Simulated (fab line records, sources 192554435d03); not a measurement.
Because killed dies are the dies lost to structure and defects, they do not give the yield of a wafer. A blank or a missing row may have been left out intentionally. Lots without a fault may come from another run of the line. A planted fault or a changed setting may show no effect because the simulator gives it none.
Split-lot trial || flow n5Finfet || 7 lots, 21 wafers read, on a route of 1938 steps

## SPLIT DETAILS
At N5_MIM_TOP_ALD_01 (deposits HfO2, target thk 5.6 nm, pulse time 1 s, purge time 3 s), the setting aldCycles was moved away from the recipe's 62 on 7 of the 21 wafers read, by -14.5% to +14.5%. For the rest of the wafers, this setting stayed at what the recipe calls for.

The reading comes from the split's own step.

## THE READING
HfO2_of_MIM_TOP_ALD_01.thkNm (the simulator's own value, which no gauge read), in nm, at N5_MIM_TOP_ALD_01 (deposits HfO2, target thk 5.6 nm, pulse time 1 s, purge time 3 s). No usual value for it is given in the file.

{"wafer": "L075.1", "tool, chamber at the split": "aldHk-02, 1", "aldCycles as run": 70, "against the recipe": "+12.9%", "HfO2_of_MIM_TOP_ALD_01.thkNm, nm": 6.4, "against lot-mates on the recipe": "+0.8"}
{"wafer": "L075.3", "tool, chamber at the split": "aldHk-02, 3", "aldCycles as run": 70, "against the recipe": "+12.9%", "HfO2_of_MIM_TOP_ALD_01.thkNm, nm": 6.2, "against lot-mates on the recipe": "+0.6"}
{"wafer": "L075.6", "tool, chamber at the split": "aldHk-02, 2", "aldCycles as run": 62, "against the recipe": "recipe", "HfO2_of_MIM_TOP_ALD_01.thkNm, nm": 5.6, "against lot-mates on the recipe": "-"}
{"wafer": "L081.2", "tool, chamber at the split": "aldHk-03, 3,2", "aldCycles as run": 71, "against the recipe": "+14.5%", "HfO2_of_MIM_TOP_ALD_01.thkNm, nm": 6.4, "against lot-mates on the recipe": "+0.8"}
{"wafer": "L081.6", "tool, chamber at the split": "aldHk-03, 3,2", "aldCycles as run": 71, "against the recipe": "+14.5%", "HfO2_of_MIM_TOP_ALD_01.thkNm, nm": 6.4, "against lot-mates on the recipe": "+0.8"}
{"wafer": "L081.5", "tool, chamber at the split": "aldHk-03, 3", "aldCycles as run": 62, "against the recipe": "recipe", "HfO2_of_MIM_TOP_ALD_01.thkNm, nm": 5.6, "against lot-mates on the recipe": "-"}
{"wafer": "L083.1", "tool, chamber at the split": "aldHk-03, 3,1,0", "aldCycles as run": 62, "against the recipe": "recipe", "HfO2_of_MIM_TOP_ALD_01.thkNm, nm": 5.6, "against lot-mates on the recipe": "-"}
{"wafer": "L083.3", "tool, chamber at the split": "aldHk-03, 3,1,0", "aldCycles as run": 62, "against the recipe": "recipe", "HfO2_of_MIM_TOP_ALD_01.thkNm, nm": 5.6, "against lot-mates on the recipe": "-"}
{"wafer": "L083.4", "tool, chamber at the split": "aldHk-03, 3,1,0", "aldCycles as run": 62, "against the recipe": "recipe", "HfO2_of_MIM_TOP_ALD_01.thkNm, nm": 5.6, "against lot-mates on the recipe": "-"}
{"wafer": "L086.2", "tool, chamber at the split": "aldHk-01, 0,3,1", "aldCycles as run": 62, "against the recipe": "recipe", "HfO2_of_MIM_TOP_ALD_01.thkNm, nm": 5.6, "against lot-mates on the recipe": "-"}
{"wafer": "L086.4", "tool, chamber at the split": "aldHk-01, 0,3,1", "aldCycles as run": 62, "against the recipe": "recipe", "HfO2_of_MIM_TOP_ALD_01.thkNm, nm": 5.6, "against lot-mates on the recipe": "-"}
{"wafer": "L086.6", "tool, chamber at the split": "aldHk-01, 0,3,1", "aldCycles as run": 62, "against the recipe": "recipe", "HfO2_of_MIM_TOP_ALD_01.thkNm, nm": 5.6, "against lot-mates on the recipe": "-"}
{"wafer": "L088.1", "tool, chamber at the split": "aldHk-01, 3,0", "aldCycles as run": 62, "against the recipe": "recipe", "HfO2_of_MIM_TOP_ALD_01.thkNm, nm": 5.6, "against lot-mates on the recipe": "-"}
{"wafer": "L088.6", "tool, chamber at the split": "aldHk-01, 3,0", "aldCycles as run": 62, "against the recipe": "recipe", "HfO2_of_MIM_TOP_ALD_01.thkNm, nm": 5.6, "against lot-mates on the recipe": "-"}
{"wafer": "L088.3", "tool, chamber at the split": "aldHk-01, 0", "aldCycles as run": 53, "against the recipe": "-14.5%", "HfO2_of_MIM_TOP_ALD_01.thkNm, nm": 4.8, "against lot-mates on the recipe": -0.8}
{"wafer": "L093.1", "tool, chamber at the split": "aldHk-01, 0", "aldCycles as run": 62, "against the recipe": "recipe", "HfO2_of_MIM_TOP_ALD_01.thkNm, nm": 5.6, "against lot-mates on the recipe": "-"}
{"wafer": "L093.2", "tool, chamber at the split": "aldHk-01, 3,1", "aldCycles as run": 71, "against the recipe": "+14.5%", "HfO2_of_MIM_TOP_ALD_01.thkNm, nm": 6.4, "against lot-mates on the recipe": "+0.8"}
{"wafer": "L093.4", "tool, chamber at the split": "aldHk-01, 3,1", "aldCycles as run": 71, "against the recipe": "+14.5%", "HfO2_of_MIM_TOP_ALD_01.thkNm, nm": 6.4, "against lot-mates on the recipe": "+0.8"}
{"wafer": "L095.2", "tool, chamber at the split": "aldHk-02, 0,2,3", "aldCycles as run": 62, "against the recipe": "recipe", "HfO2_of_MIM_TOP_ALD_01.thkNm, nm": 5.6, "against lot-mates on the recipe": "-"}
{"wafer": "L095.4", "tool, chamber at the split": "aldHk-02, 0,2,3", "aldCycles as run": 62, "against the recipe": "recipe", "HfO2_of_MIM_TOP_ALD_01.thkNm, nm": 5.6, "against lot-mates on the recipe": "-"}
{"wafer": "L095.6", "tool, chamber at the split": "aldHk-02, 0,2,3", "aldCycles as run": 62, "against the recipe": "recipe", "HfO2_of_MIM_TOP_ALD_01.thkNm, nm": 5.6, "against lot-mates on the recipe": "-"}
When a row names more than one chamber, that row covers several wafers, and the file does not tell which wafer ran in which chamber.

THE FIT
A straight line over all 21 wafers: HfO2_of_MIM_TOP_ALD_01.thkNm changes by +0.0549 nm for each +1% of aldCycles; r = +1.00; the points scatter about the line by 0.033 nm.
The same after taking each lot's own level away (the mean of its wafers on the recipe; 21 wafers): +0.0549 nm for each +1%; r = +1.00; scatter 0.033 nm.
That fit puts the effect of the largest move of aldCycles on the reading at 0.8 nm.
The lots' own levels span 5.60 to 5.60 nm.
Hence the lot-to-lot level has little effect on the slope; both slopes agree.
Check: with one of the wafers moved furthest among these (+14.5%) left out of the fit, the line predicts +0.796 nm for it against its lot-mates. Against them it came out at +0.8 nm.

## ADDITIONAL SPLITS CARRIED BY THESE WAFERS
Note: prior to the reading, these wafers also went through further splits. Each is held against what the fit with the lots' levels taken away leaves over:
{"other split on the same wafers": "N5_BEOL_M12_ILD_DEP_00 timeS", "wafers away from the commonest value": 7, "r with HfO2_of_MIM_TOP_ALD_01.thkNm (lot level and that fit taken away)": "+0.22"}
{"other split on the same wafers": "N5_BEOL_M13_ETCH_59 biasW", "wafers away from the commonest value": 4, "r with HfO2_of_MIM_TOP_ALD_01.thkNm (lot level and that fit taken away)": -0.02}
{"other split on the same wafers": "N5_BEOL_M14_ILD_DEP_00 tempC", "wafers away from the commonest value": 7, "r with HfO2_of_MIM_TOP_ALD_01.thkNm (lot level and that fit taken away)": -0.03}
{"other split on the same wafers": "N5_BEOL_M14_EXPOSE_07 doseMj", "wafers away from the commonest value": 7, "r with HfO2_of_MIM_TOP_ALD_01.thkNm (lot level and that fit taken away)": "+0.01"}
{"other split on the same wafers": "N5_BEOL_M15_COAT_60 spinRpm", "wafers away from the commonest value": 8, "r with HfO2_of_MIM_TOP_ALD_01.thkNm (lot level and that fit taken away)": "+0.39"}

## THE FILE'S OWN FIT
HfO2_of_MIM_TOP_ALD_01.thkNm changes by +0.0549 nm for each +1% of aldCycles, r = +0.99.
